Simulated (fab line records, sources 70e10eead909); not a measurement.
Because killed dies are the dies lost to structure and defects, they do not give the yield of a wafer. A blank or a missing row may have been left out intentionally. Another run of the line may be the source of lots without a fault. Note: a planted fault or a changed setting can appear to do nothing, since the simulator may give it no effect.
Struck lot and sound lot, side by side + flow nand-harc + 15 out of 1159 route steps
Sound: wafers L576.2, L576.3, L576.6. Struck: wafers L567.1, L567.2, L567.3. Last of all comes the cause.
Each step with rows lists, per side, the tool, then ch with its chambers, then its first start. Under that, the readings that differ: sound wafers + struck wafers + difference of the means + sigmas: that difference in standard deviations of wafers without a fault.
alike: same words and numbers on both sides, and readings whose means sit less than 2 such deviations apart. not compared: any withheld reading, any reading some wafer has no value for, any bound like >300 that may hide the same value, and any number with overlapping values for which the record gives no deviation.
The two part at a step that has a row with sigmas, a row that says differs or no value, or rows on one side only. When numbers do not overlap yet have no deviation, they are printed without sigmas and do not part them. A reading that every wafer of one side lacks parts them only if that side has two wafers or more.

first, 1 step without rows for these wafers: NHARC_P_M2_PVD_20 (deposits TaN, target thk 5 nm, time 8.06 s).
NHARC_P_M2_PVD_21: deposits Cu, target thk 30 nm, time 20.49 s.
  sound on pvd-sputter-03; struck on pvd-sputter-03
  alike: throttle-valve-pct
then, 2 steps without rows for these wafers: NHARC_P_M2_ECD_22 (material Cu, target thk 400 nm); NHARC_P_M2_ANNEAL_31 (time 90 s).
NHARC_P_M2_CMP_23: polishes, t overpolish 20 s, target thk 144.3 nm.
  sound on cmp-04 ch 0,2,3, day 10 06:35; struck on cmp-01 ch 0,1,2, day 7 17:04
  alike: edge-zone-pressure-frac, motor-current-A, time-to-endpoint-s
NHARC_P_M2_THK_MEAS_24: measures by xrf.
  sound on film-metro-02, day 10 06:55; struck on film-metro-01, day 7 17:21
  alike: thk-nm
then, 1 step without rows for these wafers: NHARC_P_M2_SRD_25.
NHARC_P_M2_INSPECT_27:
  sound on defect-inspect-01, day 10 07:04; struck on defect-inspect-02, day 7 17:31
  alike: raw-defect-count
NHARC_P_M2_PRE_CLEAN_32: time 12 s.
  sound on pecvd-02 ch 0,1,2, day 10 07:09; struck on pecvd-01 ch 0,1,2, day 7 17:36
  alike: heater-power-w
NHARC_P_M2_DEP_33: deposits SiCN, target thk 30 nm.
  sound on pecvd-02 ch 0,1,2, day 10 07:16; struck on pecvd-01 ch 0,1,2, day 7 17:41
  alike: heater-power-w
NHARC_P_BONDPAD_DEP_00: deposits SiCN, target thk 250 nm.
  sound on pecvd-01 ch 0,1, day 10 07:40; struck on pecvd-01 ch 0,1,2
  alike: heater-power-w
NHARC_P_BONDPAD_CMP_32: polishes SiCN, target thk 200 nm.
  sound on cmp-02 ch 0,2,3, day 10 08:07; struck on cmp-02 ch 1,2,3, day 7 18:29
  no value came back on the struck wafers for edge-zone-pressure-frac, motor-current-A (A); on the sound wafers edge-zone-pressure-frac reads 1.010 0.991 0.989
NHARC_P_BONDPAD_THK_MEAS_33: measures by ellipsometry.
  sound on film-metro-02, day 10 08:22; struck on film-metro-02, day 7 18:44
| reading     | sound             | struck            | difference | sigmas |
|-------------|-------------------|-------------------|------------|--------|
| thk-nm (nm) | 199.4 201.0 199.1 | 248.6 249.6 245.8 | +48.2      | +30    |
then, 1 step without rows for these wafers: NHARC_P_BONDPAD_SRD_34.
-- break in the record here, with 13 days between the starts of the struck wafers on either side (left off in module P_BONDPAD, picked up again in module END, where the first step shown is number 1159 on the route) --
NHARC_END_SORT_01:
  sound on prober-02 ch 0, day 23 00:52; struck on prober-02 ch 0, day 20 19:34
| reading                  | sound | struck         | difference | sigmas      |
|--------------------------|-------|----------------|------------|-------------|
| defect-limited-yield (%) | 95.4  | 0 0 0          | -95        | -73         |
| killed-at-periphery      | 4     | 658 645 643    | +645       | +99 or more |
| killed-dies              | 31    | 677 677 677    | +646       | +73         |
| sort_bin_2_pct (%)       | 0.7   | 98.5 95.6 95.9 | +96.0      | +99 or more |
| sort-n-pass              | 646   | 0 0 0          | -646       | -73         |
| sort-rim-yield-pct (%)   | 98.1  | 0 0 0          | -98        | -36         |
| sort-yield-pct (%)       | 95.4  | 0 0 0          | -95        | -73         |
  alike: killed-at-array, killed-at-other, killed-open, killed-short, sort_bin_3_pct, sort_bin_4_pct

## WHERE THEY PART
At NHARC_P_BONDPAD_CMP_32 first; at NHARC_END_SORT_01 last (within this record only).

WHY: what the simulator had put in
Entire step skipped (cmp-02, NHARC_P_BONDPAD_CMP_32), from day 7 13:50 onward. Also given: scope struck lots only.
